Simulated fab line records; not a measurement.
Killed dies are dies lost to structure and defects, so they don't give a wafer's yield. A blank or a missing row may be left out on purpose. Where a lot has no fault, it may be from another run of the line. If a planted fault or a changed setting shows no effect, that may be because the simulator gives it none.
fab line records	flow nandHarc	part 1 of 2: steps 1 to 26 of 35
record: lots: 5	wafers: 15	lastDay: 24
route steps=1159 shown P_M1@308 P_M2@318
lots with no fault: from the same line, run without faults
startH: hours from the record's opening day to when the first of the lot's shown wafers began	waitH: how many hours have passed since the lot's step before this one	" repeats the value in the row above	L1.1+2: a single row standing in for several wafers	- value missing, or start not given	* or withheld: withheld	< > ~ a bound
route shown NAME@n: names a module that has steps shown in the file, with the first one's number in the route	usual: mean/standard deviation of fault-free wafers	same: alike in all rows	chamber/n: place in a boat	sites: the reading at each site	_std_site: their standard deviation	_edge_site: outer sites' mean less inner sites'	radiusMm: for every site, how far away it sits from the centre of the wafer	mask NAME#n: copy n	behind: the tool/chamber that last shaped the wafer	hold: why the lot was held/for how many hours/how that ended	device: which transistor (n, p or np) failed to switch	end of line: tests run on the same wafers once the route is complete	for a step that has no rows: nothing shown but its recipe	killed: not the wafer's yield, but the dies lost to structure and defects at the first sort	map: the dies of a wafer, with x for killed, . for not killed, _ for no die there
set.NAME: the setting that was run; set.NAME@STEP: the one run at that earlier step	model.NAME: the simulator's own value behind a step, which no gauge read
certain route steps with their lots: each step a table, each wafer a row
services: from which hour (startH, from the record's first day; less than 0 if before it) a tool's chamber was out of use, for how many hours, and why
== steps ==
step: NHARC_P_M1_PVD_21
recipe: targetThkA: 300	chamberPressurePa: 5	powerW: 5000	substrateTempC: 30	timeS: 20.49	material: Cu
usual: cathodeDcPowerW: 4999.9/0.9	throttleValvePct: 29.7/1.2
lot.wafer	tool	chamber	startH	waitH	cathodeDcPowerW	throttleValvePct
L075.2	pvdSputter-02	-	-	-	5000.6	29.6
L075.4	"	-	"	"	4998.3	30.2
L075.5	"	-	"	"	4999.3	28.9
L079.1	pvdSputter-01	-	-	-	4999.6	32.2
L079.2	"	-	"	"	4999.0	30.8
L079.3	"	-	"	"	5000.7	31.1
L080.1	pvdSputter-03	-	-	-	5000.5	30.9
L080.3	"	-	"	"	5000.4	28.4
L080.6	"	-	"	"	5000.4	31.2
L091.4	pvdSputter-03	-	-	-	4999.7	30.8
L091.2	"	-	"	"	5001.0	29.8
L091.5	"	-	"	"	5000.7	29.8
L097.4	pvdSputter-03	-	-	-	5000.1	30.4
L097.3	"	-	"	"	5000.0	30.7
L097.6	"	-	"	"	4998.9	28.5
step: NHARC_P_M1_ECD_22
recipe: targetThkA: 4000	bathTempC: 25	material: Cu
usual: bathHeatDutyPct: 6.7/0.67
lot.wafer	tool	chamber	startH	waitH	bathHeatDutyPct
L075.2	ecdCu-02	0	133.60	-	6.5
L075.4	"	0	"	"	7.5
L075.5	"	1	"	"	6.6
L079.1	ecdCu-02	0	150.95	-	6.4
L079.2	"	1	"	"	6.3
L079.3	"	1	"	"	7.7
L080.1	ecdCu-01	0	155.86	-	6.3
L080.3	"	1	"	"	7.3
L080.6	"	0	"	"	5.1
L091.2	ecdCu-01	0	221.13	-	6.1
L091.4	"	0	"	"	6.7
L091.5	"	0	"	"	6.1
L097.4	ecdCu-01	0	256.43	-	6.1
L097.3	"	1	"	"	7.1
L097.6	"	0	"	"	6.6
step: NHARC_P_M1_ANNEAL_31
recipe: tempC: 225	timeS: 90
usual: wafer_temp_C_max: 226.06/0.28
lot.wafer	tool	chamber	startH	waitH	wafer_temp_C_max
L075.2	rtpAnneal-02	0	133.99	0.3	226.06
L075.4	"	0	"	"	225.56
L075.5	"	0	"	"	226.05
L079.1	rtpAnneal-01	0	151.61	0.6	225.89
L079.2	"	0	"	"	225.90
L079.3	"	0	"	"	225.84
L080.1	rtpAnneal-02	0	156.26	-	226.06
L080.3	"	0	"	"	225.91
L080.6	"	0	"	"	226.10
L091.2	rtpAnneal-01	0	221.56	-	225.48
L091.4	"	0	"	"	225.63
L091.5	"	0	"	"	225.82
L097.3	rtpAnneal-01	0	256.81	0.3	225.54
L097.4	"	0	"	"	225.89
L097.6	"	0	"	"	225.73
step: NHARC_P_M1_CMP_23
recipe: tOverpolishS: 20	targetThkNm: 157.82
usual: motorCurrentA: 12.0/1.4	retainingRingPressureFrac: 1.000/0.0056	slurryFlowMlMin: 150.0/0.43	timeToEndpointS: 29/3.5
lot.wafer	tool	chamber	startH	waitH	motorCurrentA	retainingRingPressureFrac	slurryFlowMlMin	timeToEndpointS
L075.2	cmp-03	0	134.35	-	10.5	1.000	150.4	31
L075.4	"	1	"	"	11.4	1.002	149.8	31
L075.5	"	3	"	"	15.2	1.000	149.3	30
L079.3	cmp-01	3	151.95	-	10.6	1.002	150.6	23
L079.1	"	0	"	"	12.3	0.998	150.2	30
L079.2	"	1	"	"	11.7	0.989	150.2	29
L080.3	cmp-04	3	156.60	-	11.3	1.014	149.6	37
L080.1	"	2	"	"	13.5	1.000	150.5	30
L080.6	"	3	"	"	10.7	1.013	150.3	33
L091.2	cmp-01	1	221.85	-	11.3	1.006	149.8	29
L091.4	"	3	"	"	11.1	1.005	149.8	23
L091.5	"	1	"	"	11.4	1.008	149.5	29
L097.4	cmp-01	1	257.05	-	11.8	1.006	149.3	29
L097.3	"	2	"	"	10.0	0.991	149.7	31
L097.6	"	2	"	"	10.2	0.993	150.4	34
step: NHARC_P_M1_THK_MEAS_24
recipe: thkMeasGauge: xrf
usual: thkNm: 158.0/1.7
lot.wafer	tool	chamber	startH	waitH	thkNm
L075.2	filmMetro-01	-	134.61	-	157.6
L075.4	"	-	"	"	158.5
L075.5	"	-	"	"	158.9
L079.1	filmMetro-01	-	152.27	-	159.6
L079.2	"	-	"	"	158.3
L079.3	"	-	"	"	156.0
L080.1	filmMetro-02	-	156.91	-	156.6
L080.3	"	-	"	"	157.7
L080.6	"	-	"	"	160.1
L091.2	filmMetro-02	-	222.16	-	156.9
L091.4	"	-	"	"	155.8
L091.5	"	-	"	"	158.7
L097.3	filmMetro-01	-	257.37	-	160.3
L097.4	"	-	"	"	158.2
L097.6	"	-	"	"	158.0
step: NHARC_P_M1_SRD_25
lot.wafer	tool	chamber	startH	waitH
L075.2+4+5	wetBench-08	5,0,2	134.65	0.0
L079.2+3+1	wetBench-10	6,0,3	152.31	0.0
L080.3+1+6	wetBench-10	5,1,2	156.95	0.0
L091.5+4+2	wetBench-08	2,3,5	222.20	0.0
L097.6+4+3	wetBench-08	0,1,2	257.41	0.0
step: NHARC_P_M1_INSPECT_27
usual: rawDefectCount: 351/160
lot.wafer	tool	chamber	startH	waitH	rawDefectCount
L075.2	defectInspect-01	-	134.77	0.0	172
L075.4	"	-	"	"	352
L075.5	"	-	"	"	177
L079.1	defectInspect-01	-	152.42	0.0	237
L079.2	"	-	"	"	273
L079.3	"	-	"	"	378
L080.1	defectInspect-02	-	157.08	0.0	269
L080.3	"	-	"	"	234
L080.6	"	-	"	"	266
L091.2	defectInspect-01	-	222.32	0.0	484
L091.4	"	-	"	"	363
L091.5	"	-	"	"	248
L097.3	defectInspect-01	-	257.52	0.0	210
L097.4	"	-	"	"	186
L097.6	"	-	"	"	267
step: NHARC_P_M1_PRE_CLEAN_32
recipe: timeS: 12	tempC: 370	rfPowerW: 300	gas: NH3
usual: heaterPowerW: 629/76
lot.wafer	tool	chamber	startH	waitH	heaterPowerW
L075.2	pecvd-02	1	134.85	0.1	803
L075.5	"	0	"	"	595
L075.4	"	1	"	"	783
L079.3	pecvd-01	1	152.49	0.1	631
L079.1	"	2	"	"	565
L079.2	"	0	"	"	708
L080.1	pecvd-01	2	157.33	0.3	535
L080.3	"	1	"	"	635
L080.6	"	0	"	"	670
L091.2	pecvd-01	2	222.40	0.1	579
L091.5	"	2	"	"	583
L091.4	"	0	"	"	647
L097.3	pecvd-01	2	257.59	0.1	588
L097.6	"	2	"	"	574
L097.4	"	0	"	"	642
step: NHARC_P_M1_DEP_33
recipe: targetThkA: 300	tempC: 370	targetThkNm: 30	pressureTorr: 3	flowSccm: 200	rfW: 450	material: SiCN
usual: heaterPowerW: 577/71
lot.wafer	tool	chamber	startH	waitH	heaterPowerW
L075.2	pecvd-02	1	134.96	0.1	657
L075.5	"	0	"	"	519
L075.4	"	1	"	"	651
L079.3	pecvd-01	1	152.57	0.1	589
L079.1	"	2	"	"	509
L079.2	"	0	"	"	600
L080.1	pecvd-01	2	157.41	0.1	521
L080.3	"	1	"	"	614
L080.6	"	0	"	"	639
L091.2	pecvd-01	2	222.51	0.1	526
L091.5	"	2	"	"	518
L091.4	"	0	"	"	594
L097.3	pecvd-01	2	257.67	0.1	519
L097.6	"	2	"	"	528
L097.4	"	0	"	"	571
step: NHARC_P_M2_DEP_00
recipe: targetThkA: 1825	targetThkNm: 182.5	tempC: withheld	pressureTorr: 5	flowSccm: 200	rfW: 600	material: SiOC
lot.wafer	tool	chamber	startH	waitH
L075.2+4+5	pecvd-02	0,0,2	-	-
L079.1+2+3	pecvd-01	0,1,2	-	-
L080.1+3+6	pecvd-04	1,2,0	157.82	-
L091.2+4+5	pecvd-02	0,1,2	222.88	-
L097.3+6+4	pecvd-01	2,0,1	-	-
step: NHARC_P_M2_DEHYDRATE_01
recipe: tempC: 150	timeS: 120
usual: plateTempC: 149.98/0.14
lot.wafer	tool	chamber	startH	waitH	plateTempC
L075.2	lithoTrack-06	0	135.71	-	149.82
L075.4	"	0	"	"	150.02
L075.5	"	0	"	"	149.76
L079.1	lithoTrack-06	0	153.51	-	150.00
L079.2	"	0	"	"	149.85
L079.3	"	0	"	"	149.75
L080.1	lithoTrack-06	0	158.23	-	149.69
L080.3	"	0	"	"	149.68
L080.6	"	0	"	"	149.79
L091.2	lithoTrack-06	0	223.29	-	150.00
L091.4	"	0	"	"	149.79
L091.5	"	0	"	"	149.86
L097.3	lithoTrack-04	0	258.47	-	149.83
L097.4	"	0	"	"	149.82
L097.6	"	0	"	"	149.96
step: NHARC_P_M2_HMDS_02
recipe: timeS: 30
lot.wafer	tool	chamber	startH	waitH
L075.2+4+5	lithoTrack-06	0	-	-
L079.1+2+3	lithoTrack-06	0	-	-
L080.1+3+6	lithoTrack-06	0	-	-
L091.2+4+5	lithoTrack-06	0	-	-
L097.3+4+6	lithoTrack-04	0	-	-
step: NHARC_P_M2_COAT_34
recipe: tempC: 200	timeS: 65
usual: plateTempC: 199.98/0.14
lot.wafer	tool	chamber	startH	waitH	plateTempC
L075.2	lithoTrack-06	0	-	-	200.06
L075.4	"	0	"	"	199.95
L075.5	"	0	"	"	199.88
L079.1	lithoTrack-06	0	-	-	200.08
L079.2	"	0	"	"	200.08
L079.3	"	0	"	"	199.90
L080.1	lithoTrack-06	0	-	-	200.09
L080.3	"	0	"	"	200.11
L080.6	"	0	"	"	200.16
L091.2	lithoTrack-06	0	-	-	200.19
L091.4	"	0	"	"	199.97
L091.5	"	0	"	"	200.10
L097.3	lithoTrack-04	0	-	-	200.39
L097.4	"	0	"	"	200.12
L097.6	"	0	"	"	199.96
step: NHARC_P_M2_COAT_03
recipe: spinRpm: 1500	resistThkNm: 90
lot.wafer	tool	chamber	startH	waitH
L075.2+4+5	lithoTrack-06	0	-	-
L079.1+2+3	lithoTrack-06	0	-	-
L080.1+3+6	lithoTrack-06	0	-	-
L091.2+4+5	lithoTrack-06	0	-	-
L097.3+4+6	lithoTrack-04	0	-	-
step: NHARC_P_M2_SOFTBAKE_04
recipe: tempC: 105	timeS: 55
usual: plateTempC: 105.01/0.12
lot.wafer	tool	chamber	startH	waitH	plateTempC
L075.2	lithoTrack-06	0	-	-	104.95
L075.4	"	0	"	"	104.82
L075.5	"	0	"	"	104.95
L079.1	lithoTrack-06	0	-	-	104.99
L079.2	"	0	"	"	104.94
L079.3	"	0	"	"	104.95
L080.1	lithoTrack-06	0	-	-	105.06
L080.3	"	0	"	"	104.95
L080.6	"	0	"	"	105.03
L091.2	lithoTrack-06	0	-	-	105.04
L091.4	"	0	"	"	104.98
L091.5	"	0	"	"	104.89
L097.3	lithoTrack-04	0	-	-	104.73
L097.4	"	0	"	"	105.10
L097.6	"	0	"	"	104.82
step: NHARC_P_M2_EBR_05
lot.wafer	tool	chamber	startH	waitH
L075.2+4+5	lithoTrack-06	0	-	-
L079.1+2+3	lithoTrack-06	0	-	-
L080.1+3+6	lithoTrack-06	0	-	-
L091.2+4+5	lithoTrack-06	0	-	-
L097.3+4+6	lithoTrack-04	0	-	-
step: NHARC_P_M2_EXPOSE_06
recipe: na: 1.35	targetCdNm: 170	doseMj: 80.78	maskId: P_M2
same: na: 1.35
lot.wafer	tool	chamber	startH	waitH	mask
L075.2+4+5	arfiScanner-01	0	135.87	-	P_M2#0
L079.1+2+3	arfiScanner-03	0	153.80	-	P_M2#0
L080.1+3+6	arfiScanner-02	0	158.52	-	P_M2#0
L091.2+4+5	arfiScanner-01	0	223.58	-	P_M2#0
L097.3+4+6	arfiScanner-03	0	258.64	-	P_M2#0
step: NHARC_P_M2_PEB_07
recipe: pebTempC: 100	pebTimeS: 65
usual: plateTempC: 99.99/0.12
lot.wafer	tool	chamber	startH	waitH	plateTempC
L075.2	lithoTrack-01	0	135.93	0.1	99.86
L075.4	"	0	"	"	100.00
L075.5	"	0	"	"	99.84
L079.1	lithoTrack-04	0	153.86	0.1	99.76
L079.2	"	0	"	"	99.85
L079.3	"	0	"	"	100.08
L080.1	lithoTrack-04	0	158.58	0.1	99.97
L080.3	"	0	"	"	100.00
L080.6	"	0	"	"	99.90
L091.2	lithoTrack-06	0	223.64	0.1	99.98
L091.4	"	0	"	"	99.93
L091.5	"	0	"	"	99.68
L097.3	lithoTrack-01	0	258.69	0.0	100.26
L097.4	"	0	"	"	100.05
L097.6	"	0	"	"	100.02
step: NHARC_P_M2_DEVELOP_08
recipe: developTimeS: 35	devTempC: 23
lot.wafer	tool	chamber	startH	waitH
L075.2+4+5	lithoTrack-01	0	-	-
L079.1+2+3	lithoTrack-04	0	-	-
L080.1+3+6	lithoTrack-04	0	-	-
L091.2+4+5	lithoTrack-06	0	-	-
L097.3+4+6	lithoTrack-01	0	-	-
step: NHARC_P_M2_CD_MEAS_09
recipe: targetCdNm: 170	landingEnergyEv: 500
usual: cdNm: 170.3/0.79
lot.wafer	tool	chamber	startH	waitH	cdNm
L075.2	cdSem-02	0	136.01	-	170.3
L075.4	"	0	"	"	170.2
L075.5	"	0	"	"	169.4
L079.1	cdSem-03	0	153.94	-	170.8
L079.2	"	0	"	"	170.8
L079.3	"	0	"	"	171.2
L080.1	cdSem-01	0	158.66	-	169.9
L080.3	"	0	"	"	170.5
L080.6	"	0	"	"	171.2
L091.2	cdSem-03	0	223.72	-	169.7
L091.4	"	0	"	"	170.2
L091.5	"	0	"	"	170.6
L097.3	cdSem-01	0	258.77	-	170.7
L097.4	"	0	"	"	170.5
L097.6	"	0	"	"	169.7
step: NHARC_P_M2_OVL_MEAS_10
recipe: pitchNm: 340
usual: overlayXNm: 0.1/0.74	overlayYNm: 0.0/0.78
lot.wafer	tool	chamber	startH	waitH	overlayXNm	overlayYNm
L075.2	overlay-02	-	136.10	-	1.0	0.5
L075.4	"	-	"	"	0.9	0.7
L075.5	"	-	"	"	0.9	0.3
L079.1	overlay-01	-	154.03	-	-0.3	-0.5
L079.2	"	-	"	"	-0.4	-0.2
L079.3	"	-	"	"	0.3	0.1
L080.1	overlay-02	-	158.75	-	1.2	-0.2
L080.3	"	-	"	"	1.4	-0.1
L080.6	"	-	"	"	1.2	0.1
L091.2	overlay-01	-	223.82	-	1.2	0.0
L091.4	"	-	"	"	1.3	-0.6
L091.5	"	-	"	"	1.7	-0.2
L097.3	overlay-02	-	258.86	-	0.0	-0.4
L097.4	"	-	"	"	0.5	-0.7
L097.6	"	-	"	"	0.3	0.0
step: NHARC_P_M2_INSPECT_11
usual: rawDefectCount: 4.3/2.7
lot.wafer	tool	chamber	startH	waitH	rawDefectCount
L075.2	defectInspect-01	-	136.14	0.0	4
L075.4	"	-	"	"	2
L075.5	"	-	"	"	1
L079.1	defectInspect-02	-	154.07	0.0	7
L079.2	"	-	"	"	2
L079.3	"	-	"	"	6
L080.1	defectInspect-02	-	158.79	0.0	5
L080.3	"	-	"	"	4
L080.6	"	-	"	"	7
L091.2	defectInspect-02	-	223.85	0.0	0
L091.4	"	-	"	"	2
L091.5	"	-	"	"	2
L097.3	defectInspect-02	-	258.90	0.0	1
L097.4	"	-	"	"	3
L097.6	"	-	"	"	4
step: NHARC_P_M2_DESCUM_14
recipe: timeS: 3	o2FlowSccm: 200	arFlowSccm: 0	biasPowerW: 0	chemistry: O2
usual: drypumpMotorCurrentA: 5.8/0.37	oesProductAu: 1.002/0.017	rfVppV: 57.7/0.86	showerheadPlenumPTorr: 1.92/0.076	throttleValvePct: 11.311/0.0099
lot.wafer	tool	chamber	startH	waitH	drypumpMotorCurrentA	oesProductAu	rfHoursCounterH	rfVppV	showerheadPlenumPTorr	throttleValvePct
L075.2	rieDiel-11	3	136.20	0.1	6.2	1.008	4	58.2	2.04	11.327
L075.4	"	2	"	"	5.8	0.981	4	58.2	1.85	11.317
L075.5	"	3	"	"	6.2	1.010	-	59.7	2.04	11.311
L079.1	rieDiel-11	1	154.13	0.1	5.3	1.020	5	57.5	1.95	11.331
L079.2	"	2	"	"	5.8	0.982	5	56.8	1.85	11.302
L079.3	"	3	"	"	6.1	1.001	5	57.7	2.04	11.314
L080.1	rieDiel-11	2	158.85	0.1	5.8	0.989	5	56.8	1.85	11.316
L080.3	"	1	"	"	5.3	1.028	5	56.8	1.95	11.318
L080.6	"	2	"	"	5.7	0.988	-	58.5	1.85	11.301
L091.4	rieDiel-08	0	223.91	0.1	5.8	1.009	32	58.0	1.80	11.308
L091.2	"	3	"	"	6.0	1.013	36	57.1	1.89	11.311
L091.5	"	1	"	"	6.5	0.989	-	57.1	1.80	11.304
L097.4	rieDiel-11	3	258.97	0.1	6.1	1.011	2	58.1	2.04	11.298
L097.3	"	0	"	"	5.6	0.998	2	59.1	1.97	11.314
L097.6	"	2	"	"	5.8	0.986	-	57.5	1.85	11.309
step: NHARC_P_M2_ETCH_35
recipe: targetDepthA: 400	overetchA: 120	timeS: 43.94	ionEnergyEv: 200	n2FlowSccm: 150	h2FlowSccm: 150	arFlowSccm: 0	rfW: 400	biasW: 150	chemistry: N2/H2
usual: drypumpMotorCurrentA: 5.8/0.37	oesProductAu: 1.003/0.017	rfVppV: 430.9/2.5	showerheadPlenumPTorr: 2.05/0.084	throttleValvePct: 14.171/0.0099
lot.wafer	tool	chamber	startH	waitH	drypumpMotorCurrentA	oesProductAu	rfHoursCounterH	rfVppV	showerheadPlenumPTorr	throttleValvePct
L075.4	rieDiel-11	3	136.29	0.1	6.1	1.022	4	434.8	2.18	14.164
L075.2	"	1	"	"	5.3	1.034	4	431.9	2.08	14.168
L075.5	"	3	"	"	6.2	1.018	-	434.2	2.18	14.174
L079.2	rieDiel-11	2	154.23	0.1	5.8	0.986	5	428.5	1.97	14.187
L079.3	"	3	"	"	6.2	1.006	5	433.7	2.18	14.170
L079.1	"	1	"	"	5.3	1.029	5	432.0	2.08	14.181
L080.3	rieDiel-11	2	158.93	0.1	5.8	0.992	5	428.1	1.97	14.185
L080.1	"	1	"	"	5.3	1.029	5	433.1	2.08	14.171
L080.6	"	2	"	"	5.8	0.982	-	428.4	1.97	14.184
L091.2	rieDiel-08	3	224.01	0.1	6.0	1.003	36	430.2	2.01	14.185
L091.4	"	0	"	"	5.9	1.001	32	426.8	1.92	14.175
L091.5	"	1	"	"	6.5	0.996	-	426.5	1.92	14.170
L097.4	rieDiel-11	2	259.04	0.1	5.8	0.987	2	429.5	1.97	14.173
L097.3	"	1	"	"	5.3	1.037	2	432.6	2.07	14.191
L097.6	"	2	"	"	5.8	0.997	-	428.4	1.97	14.159
step: NHARC_P_M2_ETCH_15
recipe: targetDepthA: 1825	timeS: 91.2	c4f8FlowSccm: withheld	arFlowSccm: 400	rfW: 600	biasW: 300	chemistry: C4F8/Ar
usual: oesProductAu: 0.951/0.026	rfVppV: 441.0/2.4
lot.wafer	tool	chamber	startH	waitH	oesProductAu	rfHoursCounterH	rfVppV
L075.4	rieDiel-11	1	-	-	1.011	4	443.1
L075.2	"	2	"	"	0.968	4	437.0
L075.5	"	2	"	"	0.963	-	439.6
L079.1	rieDiel-11	1	-	-	0.996	5	440.9
L079.3	"	2	"	"	0.946	5	438.5
L079.2	"	3	"	"	0.966	5	444.0
L080.3	rieDiel-11	0	-	-	0.898	5	442.9
L080.1	"	1	"	"	0.949	5	441.6
L080.6	"	1	"	"	0.939	-	442.8
L091.2	rieDiel-08	1	-	-	0.914	22	437.7
L091.4	"	0	"	"	0.938	32	436.4
L091.5	"	2	"	"	0.931	-	437.1
L097.4	rieDiel-11	3	-	-	0.988	3	444.9
L097.3	"	0	"	"	0.965	2	441.4
L097.6	"	2	"	"	0.955	-	438.5
step: NHARC_P_M2_CD_MEAS_16
usual: cdNm: 170.3/1.1
lot.wafer	tool	chamber	startH	waitH	cdNm
L075.2	cdSem-02	-	136.50	-	170.2
L075.4	"	-	"	"	168.8
L075.5	"	-	"	"	168.2
L079.1	cdSem-03	-	154.48	-	171.9
L079.2	"	-	"	"	170.2
L079.3	"	-	"	"	169.9
L080.1	cdSem-03	-	159.15	-	170.2
L080.3	"	-	"	"	170.7
L080.6	"	-	"	"	170.5
L091.2	cdSem-01	-	224.22	-	169.6
L091.4	"	-	"	"	171.2
L091.5	"	-	"	"	171.3
L097.3	cdSem-01	-	259.27	-	171.8
L097.4	"	-	"	"	169.3
L097.6	"	-	"	"	169.2
